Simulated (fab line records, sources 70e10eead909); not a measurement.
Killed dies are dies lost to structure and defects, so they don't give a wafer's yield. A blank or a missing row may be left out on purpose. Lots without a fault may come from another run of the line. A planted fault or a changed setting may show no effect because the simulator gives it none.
fab line records | flow nand_harc
record lots=5 wafers=15 last_day=34
route steps=1302 shown P_GATE@155
lots that met no fault: from a run of the same line without faults
start_h: hours from the record's first day to the start of the lot's first wafer shown | wait_h: hours since the lot's step before | " the same as in the row above | L1.1+2: a row that stands for several wafers | - no value, or no start given | * or withheld: withheld | < > ~ a bound
route shown NAME@n: a module of which the file shows steps, and the number in the route of the first | usual: mean/standard deviation of fault-free wafers | same: alike in all rows | chamber/n: place in a boat | sites: the reading at each site | _std_site: their standard deviation | _edge_site: outer sites' mean less inner sites' | radius_mm: how far each site lies from the wafer's centre | mask NAME#n: copy n | behind: the tool/chamber that last shaped the wafer | hold: why the lot was held/for how many hours/how that ended | device: the transistor (n, p or np) that didn't switch | end of line: the same wafers' tests at the end of the route | a step without rows: its recipe alone | killed: dies lost to structure and defects at the first sort, not the wafer's yield | map: a wafer's dies, x killed, . not, _ none there
set.NAME: the setting as run; set.NAME@STEP: as run at that earlier step | model.NAME: the simulator's own value behind a step, which no gauge read
lots at some steps of the route; a table a step, a row a wafer
services: from which hour (start_h, from the record's first day; less than 0 if before it) a tool's chamber was out of use, for how many hours, and why
## steps
# step NHARC_P_GATE_ALD_36
# recipe target_thk_a=200 pulse_time_s=60 ald_cycles=223 temp_c=400 material=SiNx
# usual heater_power_w=841/93 precursor_pulse_height_rel=1.000/0.019
# same pulse_time_s=60
# columns lot.wafer tool chamber start_h wait_h heater_power_w precursor_pulse_height_rel
L509.2 ald_sin-02 0 116.15 - 744 1.019
L509.6 " 3 119.33 - 599 0.978
L509.5 " 0 120.39 - 769 1.037
L510.3 ald_sin-03 2 136.23 - 954 1.035
L510.2 " 3 137.30 - 868 1.000
L510.6 " 0 138.36 - 791 1.047
L514.1 ald_sin-01 0 167.20 - 808 1.001
L514.2 " 1 168.60 - 956 0.993
L514.4 " 0 171.42 - 808 1.011
L525.4 ald_sin-02 2 281.79 - 959 0.988
L525.1 " 3 282.86 - 621 0.996
L525.6 " 2 286.06 - 967 1.002
L530.3 ald_sin-03 1 331.21 - 748 0.987
L530.2 " 2 332.61 - 895 0.989
L530.6 " 3 334.02 - 807 0.992
# step NHARC_P_GATE_ETCHBACK_37
# recipe target_depth_a=345 time_s=17.2 chf3_flow_sccm=50 o2_flow_sccm=10 ar_flow_sccm=200 rf_w=500 bias_w=200 chemistry=CHF3/O2
# usual chf3_flow_sccm=49.99/0.16 drypump_motor_current_A=5.6/0.59 mfc_ar_sccm=199.9/0.66 oes_product_au=0.941/0.029 rf_vpp_V=370.5/1.6 showerhead_plenum_p_Torr=2.40/0.07 throttle_valve_pct=20.571/0.0093
# columns lot.wafer tool chamber start_h wait_h chf3_flow_sccm drypump_motor_current_A mfc_ar_sccm oes_product_au rf_hours_counter_h rf_vpp_V showerhead_plenum_p_Torr throttle_valve_pct
L509.2 rie_diel-10 0 - - 49.99 5.2 200.6 0.948 3.7 367.1 2.26 20.572
L509.5 " 1 " " 50.14 4.9 200.5 0.909 - 370.9 2.39 20.581
L509.6 " 2 " " 49.85 5.0 200.4 0.937 - 372.7 2.49 20.577
L510.3 rie_diel-05 1 - - 49.69 5.7 199.1 0.917 2.9 372.8 2.44 20.562
L510.2 " 2 " " 50.22 6.0 199.7 0.951 2.7 372.0 2.51 20.572
L510.6 " 0 " " 50.13 6.3 201.3 0.919 - 368.7 2.36 20.580
L514.1 rie_diel-09 1 - - 50.02 4.7 200.8 0.938 0.6 370.8 2.45 20.582
L514.2 " 3 " " 50.03 5.5 199.9 0.948 0.4 369.3 2.35 20.568
L514.4 " 0 " " 49.97 6.0 199.6 0.929 0.4 370.9 2.41 20.575
L525.1 rie_diel-05 1 - - 49.88 5.7 199.9 0.910 2.3 372.2 2.44 20.579
L525.4 " 1 " " 49.99 5.7 200.3 0.897 - 371.3 2.44 20.570
L525.6 " 2 " " 49.95 6.0 199.3 0.926 - 373.2 2.51 20.591
L530.3 rie_diel-09 3 - - 50.05 5.5 200.3 1.009 0.1 369.7 2.35 20.562
L530.2 " 0 " " 49.85 6.0 199.3 1.006 0.1 370.5 2.40 20.563
L530.6 " 2 " " 50.08 5.4 200.2 1.003 - 368.1 2.31 20.583
# step NHARC_P_GATE_STRIP_101
# recipe time_s=20 o2_flow_sccm=500 ar_flow_sccm=0 bias_w=0 chemistry=O2
# usual drypump_motor_current_A=5.6/0.58 mfc_ar_sccm=0.006/0.008 oes_product_au=1.000/0.014 rf_vpp_V=57.7/0.91 showerhead_plenum_p_Torr=3.52/0.1 throttle_valve_pct=17.037/0.0085
# columns lot.wafer tool chamber start_h wait_h drypump_motor_current_A mfc_ar_sccm oes_product_au rf_hours_counter_h rf_vpp_V showerhead_plenum_p_Torr throttle_valve_pct
L509.2 rie_diel-10 3 124.72 0.1 5.2 0 0.997 3.4 58.0 3.58 17.036
L509.5 " 2 " " 5.1 0 1.002 - 57.8 3.65 17.030
L509.6 " 3 " " 5.2 0 1.010 - 57.0 3.58 17.040
L510.2 rie_diel-05 2 143.76 0.1 6.0 0 1.011 2.7 59.5 3.68 17.041
L510.3 " 3 " " 6.6 0.020 1.000 3.0 56.3 3.41 17.030
L510.6 " 0 " " 6.3 0 0.993 - 57.4 3.47 17.028
L514.4 rie_diel-09 3 178.91 0.1 5.5 0.018 1.012 0.4 57.5 3.46 17.039
L514.1 " 0 " " 6.0 0.015 1.012 0.4 58.5 3.54 17.036
L514.2 " 1 " " 4.7 0.011 1.009 0.6 57.9 3.60 17.041
L525.1 rie_diel-05 2 290.43 0.1 6.0 0 0.997 2.5 58.3 3.68 17.031
L525.4 " 1 " " 5.7 0 0.988 - 57.7 3.58 17.040
L525.6 " 2 " " 6.0 0 1.006 - 60.1 3.68 17.041
L530.2 rie_diel-09 3 341.53 0.1 5.5 0.018 1.004 0.1 58.0 3.45 17.029
L530.3 " 1 " " 4.7 0.011 0.981 0.1 58.7 3.59 17.026
L530.6 " 3 " " 5.5 0.018 1.011 - 59.5 3.45 17.025
# step NHARC_P_GATE_PRECLEAN_97
# recipe time_s=600 temp_c=120 chemistry=SPM
# step NHARC_P_GATE_SRD_98
# step NHARC_P_GATE_PRECLEAN_99
# recipe time_s=* temp_c=50 bath_age_min=0 chemistry=SC1
# step NHARC_P_GATE_SRD_100
# step NHARC_P_GATE_DEHYDRATE_38
# recipe temp_c=150 time_s=120
# step NHARC_P_GATE_HMDS_39
# recipe time_s=30
# step NHARC_P_GATE_COAT_40
# recipe spin_rpm=3000
# step NHARC_P_GATE_SOFTBAKE_41
# recipe temp_c=122 time_s=95
# step NHARC_P_GATE_EBR_42
# step NHARC_P_GATE_EXPOSE_43
# recipe na=0.6 target_cd_nm=720 dose_mj=14.81 mask_id=P_NSD
# columns lot.wafer tool chamber start_h wait_h mask
L509.2+5+6 krf_scanner-02 0 125.56 - P_NSD#0
L510.2+3+6 krf_scanner-03 0 144.52 - P_NSD_R1#0
L514.1+2+4 krf_scanner-03 0 179.55 - P_NSD#0
L525.1+4+6 krf_scanner-03 0 291.20 - P_NSD#0
L530.2+3+6 krf_scanner-03 0 342.29 - P_NSD#0
# step NHARC_P_GATE_PEB_44
# recipe peb_temp_c=118 peb_time_s=85
# step NHARC_P_GATE_DEVELOP_45
# recipe time_s=70
# step NHARC_P_GATE_CD_MEAS_46
# recipe target_cd_nm=720 landing_energy_ev=500
# usual cd_nm=720.0/2.2
# columns lot.wafer tool chamber start_h wait_h hold cd_nm
L509.2 cd_sem-02 0 125.72 - - 715.8
L509.5 " 0 " " - 717.6
L509.6 " 0 " " - 717.2
L510.2 cd_sem-01 0 144.67 - await_dispo/0.2h/release 710.4
L510.3 " 0 " " await_dispo/0.2h/release 710.8
L510.6 " 0 " " await_dispo/0.2h/release 707.3
L510.2 cd_sem-01 0 - - - 710.6
L510.3 " 0 " " - 710.9
L510.6 " 0 " " - 707.6
L514.1 cd_sem-03 0 179.71 - - 719.8
L514.2 " 0 " " - 723.2
L514.4 " 0 " " - 724.7
L525.1 cd_sem-02 0 291.37 - - 721.0
L525.4 " 0 " " - 717.5
L525.6 " 0 " " - 717.1
L530.2 cd_sem-01 0 342.45 - - 722.2
L530.3 " 0 " " - 721.7
L530.6 " 0 " " - 723.1
# step NHARC_P_GATE_DESCUM_48
# recipe time_s=3 o2_flow_sccm=200 ar_flow_sccm=0 bias_power_w=0 chemistry=O2
# usual drypump_motor_current_A=5.6/0.56 mfc_ar_sccm=0.006/0.0076 oes_product_au=1.004/0.016 rf_vpp_V=57.6/0.92 showerhead_plenum_p_Torr=1.91/0.062 throttle_valve_pct=11.312/0.0097
# columns lot.wafer tool chamber start_h wait_h drypump_motor_current_A mfc_ar_sccm oes_product_au rf_hours_counter_h rf_vpp_V showerhead_plenum_p_Torr throttle_valve_pct model.P_GATE.cd_nm
L509.2 rie_diel-09 2 125.90 - 5.4 0 0.974 5 57.6 1.84 11.311 716
L509.6 " 0 " " 6.0 0.015 1.013 - 59.4 1.92 11.313 717.8
L509.5 " 1 " " 4.7 0.011 0.987 - 59.7 1.95 11.307 717.8
L510.3 rie_diel-10 2 146.96 - 5.0 0 1.010 5 56.6 1.99 11.310 710.4
L510.2 " 0 " " 5.3 0.006 1.010 6 57.4 1.79 11.309 709.7
L510.6 " 2 " " 5.0 0 1.002 - 56.7 1.99 11.314 707
L514.1 rie_diel-05 1 179.87 - 5.7 0 1.009 5 59.6 1.94 11.298 720.3
L514.2 " 3 " " 6.6 0.020 1.006 6 58.9 1.85 11.306 723.2
L514.4 " 0 " " 6.3 0 1.005 6 55.3 1.88 11.319 724.7
L525.4 rie_diel-10 2 291.55 - 5.1 0 1.016 2 58.6 1.98 11.314 717.4
L525.1 " 3 " " 5.2 0 1.010 2 57.4 1.94 11.306 721.1
L525.6 " 0 " " 5.3 0.006 1.021 - 58.6 1.79 11.298 716.4
L530.2 rie_diel-05 0 342.61 - 6.3 0 1.007 7 59.1 1.87 11.313 722
L530.3 " 1 " " 5.7 0 1.009 3 58.9 1.94 11.321 722.4
L530.6 " 0 " " 6.3 0 1.000 - 57.7 1.87 11.307 722.9
# step NHARC_P_GATE_IMPLANT_49
# recipe energy_kev=30 dose_cm2=3e+15 tilt_deg=7
## services
# columns tool chamber start_h hours kind
ald_sin-03 2 105.09 18.0 repair
rie_diel-09 - 109.81 0.7 repair
ald_sin-02 - 111.92 2.6 repair
ald_sin-02 3 135.54 7.0 repair
rie_diel-09 - 143.10 9.0 pm
krf_scanner-03 - 156.21 1.4 repair
ald_sin-03 3 157.61 1.3 repair
rie_diel-10 0 158.95 5.5 repair
ald_sin-03 - 172.39 10.0 pm
rie_diel-09 1 200.94 6.2 repair
ald_sin-02 3 216.41 3.1 repair
krf_scanner-03 - 224.02 4.0 pm
rie_diel-05 - 229.90 9.0 pm
ald_sin-02 2 241.77 5.9 repair
rie_diel-10 - 242.50 9.0 pm
rie_diel-05 2 246.03 12.0 repair
rie_diel-05 1 247.73 4.1 repair
ald_sin-02 2 267.86 2.0 repair
rie_diel-10 0 273.24 3.8 repair
rie_diel-05 0 290.30 9.2 repair
krf_scanner-03 - 315.14 1.3 repair
rie_diel-09 - 320.11 9.0 pm
rie_diel-05 1 320.83 18.1 repair
krf_scanner-03 - 334.48 1.3 repair
## key
first_sign step=NHARC_P_GATE_EXPOSE_43 reading=mask direction=changed
effect step=NHARC_P_GATE_CD_MEAS_46 reading=visit direction=added
model_effect step=NHARC_P_GATE_DESCUM_48 value=P_GATE.cd_nm without=718.8 struck=709
met_at NHARC_P_GATE_EXPOSE_43
struck_wafers L510.2,L510.3,L510.6
tester_left_out L510
fault kind=wrong_mask tool=any chamber=- onset_h=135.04 steps=NHARC_P_GATE_EXPOSE_43 aux_copy=P_NSD_R1#0 cd_offset_nm=-9.7286 scope=struck_lots_only
# tester_left_out: of these lots the tester's yield and bins aren't shown, on N5 and GAA mostly nor the transistor test; their killed dies are dies lost to structure and defects alone, not to doping, threshold or leakage, so they don't give the yield
